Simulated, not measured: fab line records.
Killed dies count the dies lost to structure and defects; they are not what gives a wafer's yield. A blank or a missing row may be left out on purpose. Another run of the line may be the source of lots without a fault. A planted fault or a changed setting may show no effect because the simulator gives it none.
What tool caused it? | flow n5Finfet | 8 lots, 24 wafers sampled, at 1 step of a route of 1938

== WHAT EACH GAUGE READ, for each wafer ==
N5_BEOL_M15_RC_MEAS_101. Usual: COMB_M10 1.5e-11 S/m, standard deviation 3e-12; COMB_M11 1.5e-11 S/m, standard deviation 2.9e-12; COMB_M11_max_site 2.1e-11 S/m, standard deviation 4.9e-12; COMB_M12 7.1e-12 S/m, standard deviation 1.5e-12; COMB_M12_max_site 1e-11 S/m, standard deviation 2.3e-12; COMB_M13 5.3e-12 S/m, standard deviation 9.2e-13; COMB_M14 4.1e-12 S/m, standard deviation 7.4e-13; COMB_M14_max_site 5.6e-12 S/m, standard deviation 1.1e-12; COMB_M15 3e-12 S/m, standard deviation 5.3e-13; COMB_M5 3.7e-11 S/m, standard deviation 8.4e-12; COMB_M6 2.6e-11 S/m, standard deviation 5.5e-12; COMB_M7 2.5e-11 S/m, standard deviation 4.9e-12; COMB_M8 2.6e-11 S/m, standard deviation 6.1e-12; COMB_M9 1.5e-11 S/m, standard deviation 3.3e-12; SERP_M10 3.04 ohm/um, standard deviation 0.084; SERP_M11 3.07 ohm/um, standard deviation 0.084; SERP_M12 0.636 ohm/um, standard deviation 0.017; SERP_M13 0.308 ohm/um, standard deviation 0.0077; SERP_M14 0.160 ohm/um, standard deviation 0.0046; SERP_M5 38.8 ohm/um, standard deviation 1.7; SERP_M6 13.6 ohm/um, standard deviation 0.56; SERP_M7 13.8 ohm/um, standard deviation 0.58; SERP_M7_max_site 14.4 ohm/um, standard deviation 0.6; SERP_M8 13.6 ohm/um, standard deviation 0.51; SERP_M9 3.09 ohm/um, standard deviation 0.091.
lot  | measured     | on        | COMB_M10 (S/m)             | COMB_M11 (S/m)             | COMB_M11_max_site (S/m) | COMB_M12 (S/m)           | COMB_M12_max_site (S/m)    | COMB_M13 (S/m)          | COMB_M14 (S/m)          | COMB_M14_max_site (S/m) | COMB_M15 (S/m)          | COMB_M5 (S/m)           | COMB_M6 (S/m)           | COMB_M7 (S/m)           | COMB_M8 (S/m)           | COMB_M9 (S/m)           | SERP_M10 (ohm/um) | SERP_M11 (ohm/um) | SERP_M12 (ohm/um) | SERP_M13 (ohm/um) | SERP_M14 (ohm/um) | SERP_M5 (ohm/um) | SERP_M6 (ohm/um) | SERP_M7 (ohm/um) | SERP_M7_max_site (ohm/um) | SERP_M8 (ohm/um) | SERP_M9 (ohm/um) | flag
L128 | day 12 14:26 | prober-02 | 1.31e-11 1.24e-11 1.41e-11 | 1.78e-11 1.18e-11 1.84e-11 | 2.4e-11 1.5e-11 2.1e-11 | 6.4e-12 4.8e-12 6.5e-12  | 8.2e-12 1.12e-11 8.5e-12   | 6e-12 3.6e-12 3.6e-12   | 3.9e-12 5.7e-12 4.4e-12 | 6e-12 8.5e-12 5.5e-12   | 3.6e-12 4e-12 2.8e-12   | 3.2e-11 4.4e-11 4e-11   | 3.7e-11 2.5e-11 2.1e-11 | 2.4e-11 2.1e-11 3.4e-11 | 2.4e-11 3.1e-11 1.9e-11 | 1e-11 9e-12 1.2e-11     | 3.14 3.06 3.08    | 3.01 2.96 2.95    | 0.668 0.646 0.631 | 0.301 0.304 0.295 | 0.161 0.161 0.160 | 44.8 38.6 41.2   | 14.4 12.7 13.9   | 12.7 13.9 13.6   | 13.3 14.6 14.0            | 13.7 13.7 13.7   | 3.12 3.10 3.14   | 
L137 | day 15 06:19 | prober-02 | 1.81e-11 1.58e-11 1.91e-11 | 1.4e-11 1.47e-11 1.78e-11  | 2e-11 2e-11 2.3e-11     | 9.4e-12 6.5e-12 6.4e-12  | 1.64e-11 8.5e-12 8.3e-12   | 4.2e-12 3.8e-12 5.8e-12 | 3.9e-12 4.6e-12 5.4e-12 | 5.1e-12 5.5e-12 6.2e-12 | 2.5e-12 2.7e-12 2.6e-12 | 3.4e-11 3.1e-11 4.4e-11 | 4.3e-11 2.9e-11 2.8e-11 | 2.1e-11 1.7e-11 2.1e-11 | 2.4e-11 2.2e-11 2.3e-11 | 1.5e-11 1e-11 1.6e-11   | 2.97 3.00 2.96    | 3.09 3.15 3.13    | 0.642 0.636 0.657 | 0.300 0.308 0.318 | 0.155 0.155 0.157 | 40.4 39.6 42.9   | 13.6 13.2 12.7   | 13.1 14.1 13.4   | 14.5 15.0 14.5            | 12.8 13.1 12.8   | 3.14 3.21 3.10   | 
L138 | day 15 07:31 | prober-01 | 2.14e-11 1.3e-11 1.26e-11  | 1.63e-11 1.53e-11 1.75e-11 | 2.3e-11 2.2e-11 2.3e-11 | 5.6e-12 5.7e-12 6.2e-12  | 6.5e-12 9.1e-12 6.9e-12    | 4.8e-12 6.2e-12 5.8e-12 | 4.2e-12 5.2e-12 4.4e-12 | 6e-12 6.2e-12 7.4e-12   | 3.5e-12 3.6e-12 3e-12   | 4.6e-11 5.1e-11 3.2e-11 | 2.2e-11 2.2e-11 1.8e-11 | 2.2e-11 2.4e-11 2.3e-11 | 3.2e-11 3.7e-11 4.8e-11 | 1.7e-11 1.9e-11 1.3e-11 | 3.04 2.98 2.96    | 3.25 3.08 2.99    | 0.633 0.611 0.652 | 0.311 0.314 0.298 | 0.156 0.157 0.167 | 38.7 40.1 39.8   | 14.6 13.2 12.9   | 14.5 13.8 14.8   | 14.7 14.4 15.2            | 13.2 13.0 13.9   | 3.23 3.13 2.90   | 
L143 | day 16 18:46 | prober-02 | 1.82e-11 1.6e-11 1.28e-11  | 1.49e-11 1.37e-11 1.13e-11 | 2e-11 1.9e-11 1.5e-11   | 6.1e-12 6.3e-12 6.3e-12  | 8.8e-12 7.6e-12 8.2e-12    | 4e-12 6.6e-12 5.4e-12   | 3.3e-12 4.4e-12 3.5e-12 | 4.2e-12 5.8e-12 5.6e-12 | 2.4e-12 3.1e-12 2.7e-12 | 3.6e-11 3.5e-11 3.2e-11 | 2.5e-11 2.5e-11 2.5e-11 | 1.5e-11 2.5e-11 2.1e-11 | 2.5e-11 2.9e-11 2.4e-11 | 1.5e-11 1.5e-11 1e-11   | 2.94 2.96 2.93    | 3.05 3.20 3.20    | 0.611 0.643 0.629 | 0.301 0.316 0.300 | 0.158 0.158 0.159 | 34.7 39.9 36.9   | 13.2 14.1 14.3   | 13.8 13.8 14.3   | 14.5 14.2 14.9            | 14.4 13.8 14.6   | 3.21 3.09 3.12   | 
L146 | day 17 11:17 | prober-01 | 1.44e-11 1.64e-11 1.73e-11 | 1.75e-11 2.06e-11 2.31e-11 | 2e-11 3.2e-11 4.6e-11   | 1.22e-11 9.5e-12 6.3e-12 | 1.62e-11 1.63e-11 1.26e-11 | 4.7e-12 5e-12 4.4e-12   | 4.8e-12 3.5e-12 4.1e-12 | 6.1e-12 5.4e-12 4.6e-12 | 3.9e-12 3.6e-12 3.2e-12 | 4e-11 3.7e-11 3.6e-11   | 2.5e-11 2.8e-11 2.9e-11 | 2.1e-11 2.6e-11 2.9e-11 | 2.1e-11 2e-11 2.6e-11   | 1.7e-11 1.1e-11 1.2e-11 | 3.00 3.09 3.10    | 3.11 2.95 2.97    | 0.638 0.659 0.641 | 0.301 0.308 0.310 | 0.153 0.157 0.158 | 38.4 36.5 38.5   | 13.9 14.0 13.7   | 13.6 14.1 14.7   | 14.0 14.9 14.9            | 12.9 13.5 13.0   | 3.07 3.00 3.26   | 
L147 | day 17 11:46 | prober-02 | 1.39e-11 1.35e-11 2.13e-11 | 1.79e-11 1.54e-11 1.89e-11 | 2.4e-11 1.9e-11 2.9e-11 | 7e-12 7.8e-12 7.5e-12    | 1.03e-11 9.5e-12 1.02e-11  | 6.7e-12 6.5e-12 4.6e-12 | 3.2e-12 2.9e-12 3.5e-12 | 4.5e-12 3.4e-12 4.9e-12 | 3e-12 2.4e-12 2.6e-12   | 3.6e-11 3.9e-11 3.8e-11 | 2.6e-11 2.7e-11 2.4e-11 | 2.3e-11 2.6e-11 1.9e-11 | 2.9e-11 4.5e-11 3.7e-11 | 1.6e-11 1.1e-11 1.8e-11 | 3.08 3.02 3.13    | 3.04 3.11 3.06    | 0.632 0.628 0.662 | 0.310 0.307 0.324 | 0.159 0.155 0.166 | 39.4 39.9 38.8   | 14.0 13.5 14.3   | 14.9 14.6 13.9   | 15.6 15.1 14.8            | 12.9 13.3 13.8   | 3.10 3.15 3.03   | 
L148 | day 17 12:31 | prober-01 | 8.8e-12 1.69e-11 1.52e-11  | 1.39e-11 2.11e-11 1.88e-11 | 1.6e-11 3.3e-11 2.9e-11 | 6.2e-12 7.7e-12 8.2e-12  | 9.2e-12 1.01e-11 1.1e-11   | 5.6e-12 5.6e-12 5.8e-12 | 4.8e-12 4.7e-12 5.3e-12 | 5.2e-12 6.9e-12 7e-12   | 2.5e-12 2.8e-12 3.8e-12 | 2.9e-11 5.4e-11 4.4e-11 | 2.6e-11 2.5e-11 3.2e-11 | 3.3e-11 2.1e-11 2.6e-11 | 2e-11 3e-11 2.4e-11     | 1.5e-11 1.6e-11 1.3e-11 | 3.10 3.29 3.09    | 2.98 2.99 2.97    | 0.638 0.682 0.638 | 0.294 0.315 0.303 | 0.158 0.157 0.157 | 39.8 39.5 41.2   | 12.8 13.8 13.4   | 14.6 14.4 13.2   | 15.1 15.0 14.1            | 13.6 14.1 14.8   | 3.11 3.24 3.19   | 
L149 | day 17 15:46 | prober-01 | 1.4e-11 1.8e-11 1.79e-11   | 1.22e-11 1.24e-11 1.47e-11 | 1.9e-11 1.8e-11 2e-11   | 5.7e-12 7.3e-12 6.6e-12  | 7.1e-12 1.12e-11 9.4e-12   | 5.9e-12 6e-12 5.9e-12   | 4.5e-12 3.2e-12 3.3e-12 | 6e-12 3.4e-12 4.2e-12   | 3.2e-12 2.6e-12 2.5e-12 | 6.7e-11 4.5e-11 4.5e-11 | 1.7e-11 1.5e-11 1.5e-11 | 2.8e-11 2.6e-11 2.9e-11 | 2.4e-11 2.6e-11 2.4e-11 | 1.6e-11 1.3e-11 2e-11   | 2.99 2.97 3.18    | 3.06 2.98 3.13    | 0.642 0.619 0.650 | 0.312 0.313 0.299 | 0.155 0.157 0.157 | 37.2 39.5 37.9   | 13.3 13.2 14.0   | 14.1 14.3 14.8   | 14.6 14.8 15.3            | 14.1 13.7 14.0   | 2.92 3.02 3.03   | 

== WHAT TOOL EACH LOT RAN ON (gives the tool, then ch and the chambers of the sampled wafers, and finally the start) ==
No process step before these readings appears in the record.

== WHAT THE TOOLS THEMSELVES READ (means of the sampled wafers that have a number; where no wafer has one, the mark that the record gives instead) ==
The record holds no such reading with a usual standard deviation.

== THE ANSWER, worked out from the rows above alone ==
Rule: a lot counts as off when the mean over its wafers that have a number is more than 3 standard deviations away from the usual mean. A lot without any number at a reading at which 4 lots or more have one is off too. The other lots that the step has rows for count as sound. Order of review: gauges by route order, followed by the tools' own readings, for which a lot's mean as printed above is used. The first step at which some lot is off is used, and at that step the reading that is off furthest; a lot without a number counts as furthest.
None of the lots is off at any reading shown; this tells nothing.

== WHAT THE SIMULATOR PUT IN ==
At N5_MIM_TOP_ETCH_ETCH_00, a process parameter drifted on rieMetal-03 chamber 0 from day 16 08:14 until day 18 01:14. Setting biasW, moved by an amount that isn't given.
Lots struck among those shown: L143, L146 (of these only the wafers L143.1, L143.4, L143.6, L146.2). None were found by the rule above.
